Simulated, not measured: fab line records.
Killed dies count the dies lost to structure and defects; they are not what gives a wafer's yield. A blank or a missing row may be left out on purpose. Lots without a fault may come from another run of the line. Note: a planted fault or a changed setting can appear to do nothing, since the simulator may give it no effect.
fab line records + flow nand_harc
[record]
- lots = 12
- wafers = 36
- last_day = 34
route steps=1302 shown A_CONTACT@1086
lots with no fault: from the same line, run without faults
start_h: hours from the record's opening day to when the first of the lot's shown wafers began + wait_h: hours elapsed since this lot's preceding step + " as in the row above + L1.1+2: a single row standing in for several wafers + - no value, or no start was given + * or withheld: withheld + < > ~ a bound
route shown NAME@n: a module of which the file shows steps, and the number in the route of the first + usual: average and standard deviation across the fault-free wafers + same: alike in all rows + chamber/n: place in a boat + sites: readings site by site + _std_site: standard deviation of those values + _edge_site: mean of outer sites minus mean of inner sites + radius_mm: for every site, how far away it sits from the centre of the wafer + mask NAME#n: copy n + behind: the last tool/chamber to shape the wafer + hold: reason for holding the lot/hours on hold/outcome of the hold + device: names the non-switching transistor (n, p or np) + end of line: the route-end tests of the same wafers + step lacking rows: just its recipe + killed: count of dies lost to structure and defects at first sort (not the wafer's yield) + map: dies across one wafer; x = killed, . = not, _ = none there
set.NAME: setting as actually run; set.NAME@STEP: the setting as run at that earlier step + model.NAME: the simulator's own value behind a step, which no gauge read
steps of the route over a sample of lots; a table a step, a row a wafer
services: from which hour (start_h, from the record's first day; less than 0 if before it) a tool's chamber was out of use, for how many hours, and why
[[steps]]
[step NHARC_A_CONTACT_ETCH_134]
[recipe]
- source_w = withheld
- pressure_mtorr = 20
- bias_v = withheld
- time_s = 140
- target_depth_a = 7000
- ar_flow_sccm = withheld
- c4f8_flow_sccm = withheld
- o2_flow_sccm = withheld
- chemistry = C4F8/O2/Ar
[usual]
- chamber_pressure_mTorr = 20.002/0.017
- oes_air_line_au = 0.997/0.022
[same]
- time_s = 140
| lot.wafer | tool            | chamber | start_h | wait_h | chamber_pressure_mTorr | oes_air_line_au | rf_hours_counter_h |
|-----------|-----------------|---------|---------|--------|------------------------|-----------------|--------------------|
| L759.2    | har_cap_etch-03 | 1       | 522.45  | -      | 20.007                 | 0.970           | 47                 |
| L759.1    | "               | 0       | "       | "      | 20.009                 | 0.997           | 47                 |
| L759.5    | "               | 1       | "       | "      | 20.007                 | 0.969           | -                  |
| L758.3    | har_cap_etch-01 | 0       | 525.67  | -      | 20.010                 | 0.990           | -                  |
| L758.5    | "               | 1       | "       | "      | 20.001                 | 0.999           | -                  |
| L758.6    | "               | 0       | "       | "      | 20.015                 | 1.010           | -                  |
| L761.2    | har_cap_etch-02 | 1       | 541.73  | -      | 19.978                 | 0.950           | 91                 |
| L761.3    | "               | 0       | "       | "      | 20.005                 | 1.000           | -                  |
| L761.5    | "               | 0       | "       | "      | 20.027                 | 0.992           | -                  |
| L763.1    | har_cap_etch-03 | 1       | 573.76  | -      | 19.999                 | 1.024           | 55                 |
| L763.5    | "               | 0       | "       | "      | 19.995                 | 0.957           | -                  |
| L763.6    | "               | 1       | "       | "      | 19.960                 | 1.000           | -                  |
| L764.2    | har_cap_etch-01 | 0       | 576.94  | -      | 19.993                 | 1.003           | 11                 |
| L764.3    | "               | 1       | "       | "      | 20.018                 | 1.023           | -                  |
| L764.5    | "               | 0       | "       | "      | 20.021                 | 1.033           | -                  |
| L765.2    | har_cap_etch-02 | 0       | 580.62  | -      | 19.994                 | 0.993           | 97                 |
| L765.3    | "               | 0       | "       | "      | 20.009                 | 1.004           | -                  |
| L765.4    | "               | 1       | "       | "      | 19.985                 | 0.943           | -                  |
| L766.2    | har_cap_etch-01 | 0       | 612.44  | -      | 19.987                 | 0.950           | 16                 |
| L766.1    | "               | 1       | "       | "      | 19.996                 | 0.989           | 16                 |
| L766.4    | "               | 0       | "       | "      | 19.989                 | 0.997           | -                  |
| L768.1    | har_cap_etch-03 | 1       | 614.14  | -      | 20.016                 | 0.991           | 63                 |
| L768.2    | "               | 0       | "       | "      | 19.969                 | 1.002           | 63                 |
| L768.6    | "               | 0       | "       | "      | 20.002                 | 1.001           | -                  |
| L772.2    | har_cap_etch-03 | 0       | 662.34  | -      | 19.952                 | 0.994           | 71                 |
| L772.3    | "               | 1       | "       | "      | 20.041                 | 1.001           | -                  |
| L772.5    | "               | 1       | "       | "      | 20.013                 | 0.995           | -                  |
| L776.2    | har_cap_etch-02 | 0       | 694.00  | -      | 20.007                 | 1.033           | 115                |
| L776.1    | "               | 1       | "       | "      | 20.030                 | 1.002           | 115                |
| L776.4    | "               | 1       | "       | "      | 20.025                 | 1.004           | -                  |
| L774.2    | har_cap_etch-02 | 0       | 697.66  | -      | 20.001                 | 0.962           | 117                |
| L774.5    | "               | 1       | "       | "      | 20.029                 | 1.000           | -                  |
| L774.6    | "               | 0       | "       | "      | 19.980                 | 0.998           | -                  |
| L781.1    | har_cap_etch-01 | 0       | 755.32  | -      | 20.008                 | 1.005           | 42                 |
| L781.2    | "               | 1       | "       | "      | 19.980                 | 0.992           | 42                 |
| L781.5    | "               | 0       | "       | "      | 20.018                 | 1.016           | -                  |
[step NHARC_A_CONTACT_ETCH_135]
[recipe]
- source_w = withheld
- pressure_mtorr = 20
- bias_v = 1200
- time_s = 311
- target_depth_a = 19120
- ar_flow_sccm = withheld
- c4f8_flow_sccm = withheld
- o2_flow_sccm = withheld
- chemistry = C4F8/O2/Ar
[usual]
- chamber_pressure_mTorr = 20.000/0.021
- oes_air_line_au = 0.998/0.02
[same]
- time_s = 311
| lot.wafer | tool            | chamber | start_h | wait_h | chamber_pressure_mTorr | oes_air_line_au | rf_hours_counter_h |
|-----------|-----------------|---------|---------|--------|------------------------|-----------------|--------------------|
| L759.2    | har_cap_etch-03 | 1       | 522.65  | 0.2    | 20.021                 | 0.968           | 47                 |
| L759.1    | "               | 0       | "       | "      | 19.996                 | 1.037           | 47                 |
| L759.5    | "               | 1       | "       | "      | 19.970                 | 0.979           | -                  |
| L758.3    | har_cap_etch-01 | 0       | 525.91  | 0.2    | 19.993                 | 1.014           | -                  |
| L758.5    | "               | 1       | "       | "      | 19.969                 | 0.996           | -                  |
| L758.6    | "               | 0       | "       | "      | 19.998                 | 1.036           | -                  |
| L761.2    | har_cap_etch-02 | 1       | 541.94  | 0.2    | 20.034                 | 1.011           | 91                 |
| L761.3    | "               | 0       | "       | "      | 19.983                 | 1.013           | -                  |
| L761.5    | "               | 0       | "       | "      | 20.029                 | 1.003           | -                  |
| L763.1    | har_cap_etch-03 | 1       | 573.97  | 0.2    | 20.004                 | 0.991           | 55                 |
| L763.5    | "               | 0       | "       | "      | 19.976                 | 1.026           | -                  |
| L763.6    | "               | 1       | "       | "      | 19.974                 | 0.989           | -                  |
| L764.2    | har_cap_etch-01 | 0       | 577.15  | 0.2    | 19.987                 | 1.021           | 11                 |
| L764.3    | "               | 1       | "       | "      | 19.990                 | 1.004           | -                  |
| L764.5    | "               | 0       | "       | "      | 19.994                 | 0.983           | -                  |
| L765.2    | har_cap_etch-02 | 0       | 580.82  | 0.2    | 19.979                 | 0.982           | 97                 |
| L765.3    | "               | 0       | "       | "      | 19.978                 | 0.947           | -                  |
| L765.4    | "               | 1       | "       | "      | 19.995                 | 1.015           | -                  |
| L766.2    | har_cap_etch-01 | 0       | 612.64  | 0.2    | 19.986                 | 1.017           | 16                 |
| L766.1    | "               | 1       | "       | "      | 19.999                 | 0.987           | 16                 |
| L766.4    | "               | 0       | "       | "      | 20.037                 | 0.997           | -                  |
| L768.1    | har_cap_etch-03 | 1       | 614.34  | 0.2    | 20.008                 | 0.989           | 63                 |
| L768.2    | "               | 0       | "       | "      | 19.979                 | 0.993           | 63                 |
| L768.6    | "               | 0       | "       | "      | 19.988                 | 0.974           | -                  |
| L772.2    | har_cap_etch-03 | 0       | 662.55  | 0.2    | 20.010                 | 0.996           | 71                 |
| L772.3    | "               | 1       | "       | "      | 20.005                 | 0.999           | -                  |
| L772.5    | "               | 1       | "       | "      | 20.013                 | 0.992           | -                  |
| L776.2    | har_cap_etch-02 | 0       | 694.20  | 0.2    | 19.995                 | 1.000           | 115                |
| L776.1    | "               | 1       | "       | "      | 19.981                 | 1.020           | 115                |
| L776.4    | "               | 1       | "       | "      | 19.965                 | 0.993           | -                  |
| L774.2    | har_cap_etch-02 | 0       | 697.87  | 0.2    | 19.990                 | 0.974           | 117                |
| L774.5    | "               | 1       | "       | "      | 20.052                 | 0.989           | -                  |
| L774.6    | "               | 0       | "       | "      | 20.052                 | 0.959           | -                  |
| L781.1    | har_cap_etch-01 | 0       | 755.52  | 0.2    | 20.009                 | 1.001           | 42                 |
| L781.2    | "               | 1       | "       | "      | 19.988                 | 0.979           | 42                 |
| L781.5    | "               | 0       | "       | "      | 19.983                 | 0.981           | -                  |
[step NHARC_A_CONTACT_ETCH_92]
[recipe]
- target_depth_a = 400
- over_etch_frac = 0.5
- time_s = 85.7
- ion_energy_ev = 120
- ch3f_flow_sccm = 50
- o2_flow_sccm = 30
- ar_flow_sccm = 200
- rf_w = 500
- bias_w = 100
- chemistry = CH3F/O2
[usual]
- chamber_pressure_mTorr = 25.002/0.023
- drypump_motor_current_A = 5.50/0.29
- oes_product_au = 0.932/0.022
- rf_vpp_V = 244.7/2
- showerhead_plenum_p_Torr = 2.48/0.13
- throttle_valve_pct = 20.662/0.0091
[same]
- time_s = 85.7
| lot.wafer | tool        | chamber | start_h | wait_h | chamber_pressure_mTorr | drypump_motor_current_A | oes_product_au | rf_hours_counter_h | rf_vpp_V | showerhead_plenum_p_Torr | throttle_valve_pct |
|-----------|-------------|---------|---------|--------|------------------------|-------------------------|----------------|--------------------|----------|--------------------------|--------------------|
| L759.1    | rie_diel-05 | 1       | 524.29  | 0.5    | 25.002                 | 5.28                    | 0.914          | 35                 | 242.0    | 2.33                     | 20.660             |
| L759.2    | "           | 0       | "       | "      | 24.971                 | 5.57                    | 0.920          | 29                 | 247.1    | 2.63                     | 20.666             |
| L759.5    | "           | 1       | "       | "      | 24.971                 | 5.28                    | 0.911          | -                  | 242.9    | 2.33                     | 20.660             |
| L758.3    | rie_diel-03 | 1       | 527.45  | 0.4    | 24.962                 | 5.32                    | 0.927          | 12                 | 242.0    | 2.28                     | 20.668             |
| L758.5    | "           | 2       | "       | "      | 25.003                 | 5.17                    | 0.934          | -                  | 246.9    | 2.58                     | 20.663             |
| L758.6    | "           | 3       | "       | "      | 25.017                 | 5.68                    | 0.910          | -                  | 246.2    | 2.53                     | 20.674             |
| L761.2    | rie_diel-03 | 1       | 543.54  | 0.5    | 24.971                 | 5.31                    | 0.943          | 13                 | 241.7    | 2.28                     | 20.653             |
| L761.3    | "           | 0       | "       | "      | 25.042                 | 5.65                    | 0.936          | 15                 | 247.6    | 2.57                     | 20.666             |
| L761.5    | "           | 2       | "       | "      | 25.049                 | 5.15                    | 0.951          | -                  | 246.1    | 2.58                     | 20.666             |
| L763.1    | rie_diel-03 | 2       | 575.62  | 0.5    | 24.983                 | 5.15                    | 0.934          | 18                 | 245.7    | 2.57                     | 20.685             |
| L763.6    | "           | 3       | "       | "      | 25.014                 | 5.66                    | 0.926          | -                  | 245.9    | 2.53                     | 20.657             |
| L763.5    | "           | 0       | "       | "      | 24.996                 | 5.71                    | 0.927          | -                  | 247.1    | 2.56                     | 20.656             |
| L764.3    | rie_diel-03 | 0       | 578.77  | 0.4    | 25.023                 | 5.63                    | 0.919          | 20                 | 245.0    | 2.56                     | 20.652             |
| L764.2    | "           | 2       | "       | "      | 25.036                 | 5.15                    | 0.931          | 18                 | 245.9    | 2.57                     | 20.672             |
| L764.5    | "           | 0       | "       | "      | 24.972                 | 5.66                    | 0.917          | -                  | 245.6    | 2.56                     | 20.668             |
| L765.4    | rie_diel-03 | 1       | 582.47  | 0.4    | 25.006                 | 5.28                    | 0.931          | 19                 | 241.5    | 2.28                     | 20.667             |
| L765.3    | "           | 2       | "       | "      | 24.989                 | 5.17                    | 0.940          | 18                 | 246.5    | 2.57                     | 20.664             |
| L765.2    | "           | 3       | "       | "      | 25.018                 | 5.65                    | 0.916          | 20                 | 245.9    | 2.53                     | 20.670             |
| L766.4    | rie_diel-13 | 1       | 614.29  | 0.4    | 25.014                 | 5.54                    | 0.927          | 35                 | 243.2    | 2.35                     | 20.651             |
| L766.2    | "           | 2       | "       | "      | 25.000                 | 5.64                    | 0.928          | 33                 | 244.6    | 2.40                     | 20.654             |
| L766.1    | "           | 3       | "       | "      | 24.970                 | 5.70                    | 0.930          | 37                 | 243.6    | 2.38                     | 20.654             |
| L768.2    | rie_diel-03 | 2       | 616.00  | 0.5    | 24.987                 | 5.17                    | 0.925          | 25                 | 244.6    | 2.57                     | 20.665             |
| L768.1    | "           | 0       | "       | "      | 24.991                 | 5.67                    | 0.933          | 28                 | 246.1    | 2.56                     | 20.657             |
| L768.6    | "           | 1       | "       | "      | 24.996                 | 5.32                    | 0.928          | -                  | 241.4    | 2.27                     | 20.655             |
| L772.2    | rie_diel-13 | 2       | 664.16  | 0.5    | 24.952                 | 5.64                    | 0.935          | 50                 | 243.1    | 2.39                     | 20.674             |
| L772.3    | "           | 0       | "       | "      | 25.016                 | 5.28                    | 0.933          | 54                 | 241.6    | 2.28                     | 20.663             |
| L772.5    | "           | 2       | "       | "      | 25.020                 | 5.67                    | 0.933          | -                  | 244.2    | 2.39                     | 20.669             |
| L776.4    | rie_diel-03 | 2       | 695.85  | 0.4    | 24.983                 | 5.14                    | 0.928          | 9                  | 246.9    | 2.57                     | 20.650             |
| L776.1    | "           | 0       | "       | "      | 25.034                 | 5.70                    | 0.724          | 10                 | 245.8    | 2.55                     | 20.677             |
| L776.2    | "           | 1       | "       | "      | 24.991                 | 5.30                    | 0.941          | 10                 | 248.4    | 2.66                     | 20.663             |
| L774.2    | rie_diel-03 | 0       | 699.51  | 0.5    | 24.982                 | 5.68                    | 0.928          | 10                 | 246.3    | 2.55                     | 20.641             |
| L774.6    | "           | 1       | "       | "      | 24.978                 | 5.29                    | 0.927          | -                  | 246.1    | 2.66                     | 20.656             |
| L774.5    | "           | 2       | "       | "      | 25.034                 | 5.18                    | 0.713          | -                  | 244.5    | 2.57                     | 20.653             |
| L781.1    | rie_diel-03 | 1       | 757.18  | 0.5    | 24.998                 | 5.31                    | 0.931          | 18                 | 248.1    | 2.65                     | 20.656             |
| L781.2    | "           | 2       | "       | "      | 25.012                 | 5.14                    | 0.909          | 16                 | 246.0    | 2.56                     | 20.665             |
| L781.5    | "           | 1       | "       | "      | 25.024                 | 5.31                    | 0.938          | -                  | 247.5    | 2.65                     | 20.664             |
[step NHARC_A_CONTACT_ALD_18]
[recipe]
- target_thk_a = 30
- pulse_time_s = 1
- ald_cycles = 150
- temp_c = 450
- material = TiN
[usual]
- heater_power_w = 1102/76
- precursor_pulse_height_rel = 1.003/0.019
[same]
- ald_cycles = 150
| lot.wafer | tool         | chamber | start_h | wait_h | heater_power_w | precursor_pulse_height_rel |
|-----------|--------------|---------|---------|--------|----------------|----------------------------|
| L759.2    | ald_metal-03 | 1       | 525.65  | -      | 1139           | 1.005                      |
| L759.1    | "            | 2       | "       | "      | 1069           | 0.996                      |
| L759.5    | "            | 0       | "       | "      | 1082           | 0.985                      |
| L758.3    | ald_metal-04 | 3       | 528.57  | -      | 1233           | 0.987                      |
| L758.6    | "            | 3       | "       | "      | 1253           | 1.016                      |
| L758.5    | "            | 0       | "       | "      | 1250           | 1.007                      |
| L761.2    | ald_metal-01 | 0       | 544.75  | -      | 1028           | 0.993                      |
| L761.3    | "            | 1       | "       | "      | 1101           | 0.981                      |
| L761.5    | "            | 2       | "       | "      | 1044           | 1.027                      |
| L763.1    | ald_metal-01 | 1       | 576.74  | -      | 1106           | 1.010                      |
| L763.6    | "            | 1       | "       | "      | 1105           | 1.023                      |
| L763.5    | "            | 2       | "       | "      | 1042           | 0.970                      |
| L764.2    | ald_metal-03 | 3       | 579.91  | -      | 1094           | 1.019                      |
| L764.3    | "            | 1       | "       | "      | 1226           | 1.008                      |
| L764.5    | "            | 0       | "       | "      | 1064           | 1.006                      |
| L765.4    | ald_metal-04 | 1       | 583.62  | -      | 1164           | 1.007                      |
| L765.2    | "            | 2       | "       | "      | 971            | 0.977                      |
| L765.3    | "            | 3       | "       | "      | 1253           | 1.010                      |
| L766.1    | ald_metal-01 | 2       | 615.90  | -      | 1037           | 0.997                      |
| L766.2    | "            | 1       | "       | "      | 1120           | 1.006                      |
| L766.4    | "            | 2       | "       | "      | 1030           | 0.992                      |
| L768.1    | ald_metal-03 | 0       | 617.15  | -      | 1036           | 1.015                      |
| L768.2    | "            | 1       | "       | "      | 1243           | 1.008                      |
| L768.6    | "            | 0       | "       | "      | 1030           | 1.005                      |
| L772.2    | ald_metal-03 | 3       | 665.35  | -      | 1113           | 0.963                      |
| L772.3    | "            | 0       | "       | "      | 1023           | 1.002                      |
| L772.5    | "            | 1       | "       | "      | 1221           | 0.957                      |
| L776.1    | ald_metal-01 | 2       | 697.03  | -      | 1066           | 0.972                      |
| L776.4    | "            | 3       | "       | "      | 1079           | 1.010                      |
| L776.2    | "            | 0       | "       | "      | 1079           | 0.978                      |
| L774.2    | ald_metal-03 | 0       | 700.78  | -      | 1026           | 1.003                      |
| L774.5    | "            | 0       | "       | "      | 1024           | 0.979                      |
| L774.6    | "            | 1       | "       | "      | 1237           | 1.009                      |
| L781.2    | ald_metal-03 | 0       | 758.44  | -      | 1088           | 1.005                      |
| L781.1    | "            | 3       | "       | "      | 1071           | 0.999                      |
| L781.5    | "            | 1       | "       | "      | 1231           | 0.998                      |
[[services]]
| tool            | chamber | start_h | hours | kind   |
|-----------------|---------|---------|-------|--------|
| rie_diel-13     | 0       | 499.96  | 6.0   | repair |
| rie_diel-03     | 0       | 516.39  | -     | clean  |
| rie_diel-05     | 3       | 519.22  | 5.4   | repair |
| rie_diel-13     | -       | 520.19  | 9.0   | pm     |
| ald_metal-04    | -       | 524.96  | 0.6   | repair |
| ald_metal-01    | -       | 526.00  | 10.0  | pm     |
| har_cap_etch-03 | -       | 529.17  | 1.1   | repair |
| ald_metal-03    | -       | 568.00  | 10.0  | pm     |
| rie_diel-05     | -       | 583.68  | 9.0   | pm     |
| rie_diel-03     | -       | 588.78  | 0.5   | repair |
| ald_metal-01    | 0       | 593.63  | 22.4  | repair |
| ald_metal-04    | -       | 601.97  | 28.9  | repair |
| ald_metal-01    | 2       | 622.47  | 3.5   | repair |
| rie_diel-03     | -       | 635.35  | 9.0   | pm     |
| ald_metal-04    | -       | 652.00  | 10.0  | pm     |
| rie_diel-13     | 0       | 666.80  | 4.1   | repair |
| rie_diel-13     | -       | 698.15  | 9.0   | pm     |
| ald_metal-01    | -       | 704.00  | 10.0  | pm     |
| ald_metal-03    | -       | 712.17  | 1.1   | repair |
| rie_diel-03     | 2       | 716.99  | 10.6  | repair |
| ald_metal-03    | -       | 730.51  | 5.5   | repair |
| rie_diel-05     | 2       | 740.63  | 7.4   | repair |
| ald_metal-03    | -       | 746.00  | 10.0  | pm     |
| har_cap_etch-02 | -       | 756.31  | 17.0  | pm     |
[[key]]
[first_sign]
- step = NHARC_A_CONTACT_ETCH_92
- reading = oes_product_au
- direction = down
- sigmas = 9.9
- usual = 0.932
- struck = 0.719
effect none on later readings
met_at NHARC_A_CONTACT_ETCH_92
struck_lots L774,L776
struck_wafers L774.5,L776.1
tester_left_out L774,L776
not_acting_at NHARC_A_CONTACT_ETCH_134,NHARC_A_CONTACT_ETCH_135,NHARC_A_CONTACT_ALD_18
onset_between 616.00 695.85
[fault]
- kind = process_parameter_drift
- tool = rie_diel-03
- chamber = -
- onset_h = 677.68
- steps = NHARC_A_CONTACT_ETCH_92
- channel = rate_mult
- offset = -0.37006
- shape = step
- end_h = 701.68
- scope = struck_wafers_only
// tester_left_out: of these lots the tester's yield and bins aren't shown, on N5 and GAA mostly nor the transistor test; their killed dies are dies lost to structure and defects alone, not to doping, threshold or leakage, so they don't give the yield
